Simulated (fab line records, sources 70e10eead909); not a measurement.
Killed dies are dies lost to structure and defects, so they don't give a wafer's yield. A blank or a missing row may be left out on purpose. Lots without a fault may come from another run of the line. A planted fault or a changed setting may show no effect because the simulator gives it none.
Chamber matching | flow nand_harc | NHARC_A_CONTACT_ETCH_110 on rie_diel-08: 4 sister chambers
The step etches the open film in CF4/O2, target depth 60 nm, overetch 6 nm, time 33 s. 8 wafers are shown with their chamber, then 7 later ones without.

WAFERS WITH THEIR CHAMBER
wafer  | chamber | showerhead_plenum_p_Torr (Torr) | drypump_motor_current_A (A)
L755.2 | 2       | 1.40                            | 5.27
L758.4 | 0       | 1.32                            | 5.63
L762.4 | 3       | 1.40                            | 5.60
L762.6 | 1       | 1.31                            | 6.16
L764.2 | 0       | 1.32                            | 5.66
L764.6 | 2       | 1.39                            | 5.29
L769.1 | 3       | 1.40                            | 5.65
L769.3 | 1       | 1.31                            | 6.14

WAFERS WITHOUT THEIR CHAMBER
wafer  | showerhead_plenum_p_Torr (Torr) | drypump_motor_current_A (A)
L769.6 | 1.31                            | 5.64
L774.2 | 1.39                            | 5.27
L774.3 | 1.40                            | 5.57
L774.4 | 1.31                            | 5.63
L775.1 | 1.40                            | 5.60
L775.3 | 1.39                            | 5.27
L775.6 | 1.40                            | 5.60

WHICH CHAMBER EACH WENT THROUGH
wafer  | from the rows above | in truth
L769.6 | 0                   | 0
L774.2 | 2                   | 2
L774.3 | 3                   | 3
L774.4 | 0                   | 0
L775.1 | 3                   | 3
L775.3 | 2                   | 2
L775.6 | 3                   | 3
Placed correctly: 7 of 7. Can't be placed from these rows: 0. Placed wrongly: 0.
How it was worked out, from the rows above alone: a wafer's distance from a chamber is the root of the sum, over the readings, of the square of ((its reading less the chamber's mean) divided by the reading's scatter). The wafer belongs to the nearest chamber; if the next one is less than 2 further off, it can't be placed. A chamber's mean is the mean of its shown wafers. The scatter: the root of (the sum of the squares of (reading less its chamber's mean) over the shown wafers, divided by (wafers less chambers)).
